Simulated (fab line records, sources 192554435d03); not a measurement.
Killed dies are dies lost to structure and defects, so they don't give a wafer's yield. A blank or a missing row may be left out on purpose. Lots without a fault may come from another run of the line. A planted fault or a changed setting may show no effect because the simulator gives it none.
Chamber matching | flow n5_finfet | N5_BEOL_M0_SAQP_SPACER2_ALD_26 on ald_sin-03: 4 sister chambers
The step deposits SiO2, target thk 15 nm, pulse time 1 s, purge time 2 s. 4 wafers are shown with their chamber, then 11 later ones without.

WAFERS WITH THEIR CHAMBER
wafer  | chamber | heater_power_w (W)
L085.1 | 1       | 379
L085.2 | 3       | 499
L085.6 | 0       | 443
L089.1 | 2       | 433

WAFERS WITHOUT THEIR CHAMBER
wafer  | heater_power_w (W)
L089.2 | 379
L089.5 | 374
L095.1 | 466
L095.3 | 496
L095.6 | 481
L096.2 | 424
L096.3 | 387
L096.6 | 372
L097.1 | 439
L097.3 | 494
L097.6 | 426

WHICH CHAMBER EACH WENT THROUGH
wafer  | from the rows above          | in truth
L089.2 | 1                            | 1
L089.5 | 1                            | 1
L095.1 | can't be placed: 0 or 2 or 3 | 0
L095.3 | 3                            | 3
L095.6 | can't be placed: 3 or 0      | 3
L096.2 | can't be placed: 2 or 0      | 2
L096.3 | 1                            | 1
L096.6 | 1                            | 1
L097.1 | can't be placed: 0 or 2      | 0
L097.3 | 3                            | 3
L097.6 | can't be placed: 2 or 0      | 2
Placed correctly: 6 of 11. Can't be placed from these rows: 5 (the true chamber is among the candidates in 5). Placed wrongly: 0.
How it was worked out, from the rows above alone: a wafer's distance from a chamber is the root of the sum, over the readings, of the square of ((its reading less the chamber's mean) divided by the reading's scatter). The wafer belongs to the nearest chamber; if the next one is less than 2 further off, it can't be placed. A chamber's mean is the mean of its shown wafers. The scatter: with one shown wafer a chamber, the root of the mean of the squares of how far each hidden wafer lies from its nearest shown one.
